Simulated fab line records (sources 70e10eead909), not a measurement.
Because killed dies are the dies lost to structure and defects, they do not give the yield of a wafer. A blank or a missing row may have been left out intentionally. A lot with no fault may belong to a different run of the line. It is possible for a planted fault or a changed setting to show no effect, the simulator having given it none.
Which tool was responsible?    flow nand-harc    24 lots, 72 wafers sampled, at 1 step of a route of 1302

== WHAT THE GAUGES SHOWED, per wafer ==
NHARC_P_CONTACT_OVL_MEAS_13.
lot   measured      on          overlay-x-nm (nm)  overlay-y-nm (nm)
L074  day 6 06:46   overlay-01  0.4 0.2 0.1        -0.6 -0.7 -0.6
L075  day 6 12:16   overlay-01  0.8 0.5 0.3        -0.3 -0.3 -0.1
L076  day 7 02:19   overlay-01  0.7 0.5 0.7        1.4 1.0 1.3
L077  day 7 03:01   overlay-01  1.0 1.7 1.9        -2.0 -1.4 -1.8
L078  day 7 17:35   overlay-02  -0.1 0.0 -0.3      0.7 0.8 0.7
L079  day 7 23:58   overlay-01  0.5 0.7 0.9        0.0 0.0 -0.1
L080  day 8 10:58   overlay-02  0.1 0.9 0.3        -0.7 -0.3 -0.1
L081  day 9 04:01   overlay-02  -0.2 -0.5 -0.4     0.9 1.1 1.2
L082  day 9 04:46   overlay-02  -0.2 0.1 0.2       -0.7 -0.6 -1.0
L084  day 9 20:55   overlay-01  1.1 0.8 0.8        -0.6 -0.1 -0.6
L083  day 9 21:32   overlay-02  0.6 0.2 -0.1       -1.3 -1.3 -1.5
L085  day 10 18:56  overlay-01  0.6 0.7 0.9        0.7 0.1 0.1
L086  day 11 00:50  overlay-01  -0.8 -1.1 -1.0     0.4 0.8 0.2
L087  day 11 03:23  overlay-01  -1.4 -1.9 -1.2     0.2 0.2 0.3
L088  day 11 20:25  overlay-01  -0.3 -0.7 -0.5     0.1 -0.7 -0.4
L089  day 11 21:18  overlay-01  0.3 -0.7 -0.4      0.2 0.8 0.4
L090  day 12 16:06  overlay-01  -0.5 0.3 -0.2      -0.8 -0.7 -1.2
L091  day 13 03:04  overlay-01  0.4 0.3 0.4        0.1 0.5 0.1
L092  day 13 07:59  overlay-01  0.7 1.0 0.6        -0.7 -1.7 -1.8
L093  day 14 05:23  overlay-02  -1.4 -1.2 -1.3     0.1 -0.4 0.0
L094  day 14 11:49  overlay-02  -0.6 -0.1 -0.7     0.3 0.3 0.5
L095  day 14 12:08  overlay-02  -0.6 -0.9 -1.3     -0.4 0.0 0.6
L096  day 15 01:54  overlay-01  -0.5 -0.3 -0.8     0.6 0.3 0.5
L097  day 15 10:01  overlay-02  -0.3 -0.6 -0.7     0.0 0.0 0.5

== EACH LOT AND THE TOOL THAT RAN IT (in order: tool; ch and the chambers of the sampled wafers; start) ==
The record shows no process step preceding these readings.

== WHAT THE TOOLS THEMSELVES READ (means of the sampled wafers that have a number; where no wafer has one, the mark that the record gives instead) ==
The record holds no such reading with a usual standard deviation.

== THE ANSWER, worked out from the rows above alone ==
Rule: the usual values come from the lots themselves. Put in order of their means at a reading, lots are off if they are a third of the lots or fewer, leave a main group of 4 or more, and stand apart from it by a gap of 3 or more times the standard deviation of the main group's means; of several such gaps the widest counts. The tables above print the reading to a certain number of digits; a main group whose means all agree to those digits is not used. A lot without any number at a reading at which 4 lots or more have one is off too. All remaining lots with rows at the step are treated as sound. First the gauges in route order, then the tools' own readings, where a lot's mean is used as printed above. The first step at which some lot is off is used, and at that step the reading that is off furthest; a lot without a number counts as furthest.
None of the lots is off at any reading shown; this tells nothing.

== WHAT WAS PUT IN BY THE SIMULATOR ==
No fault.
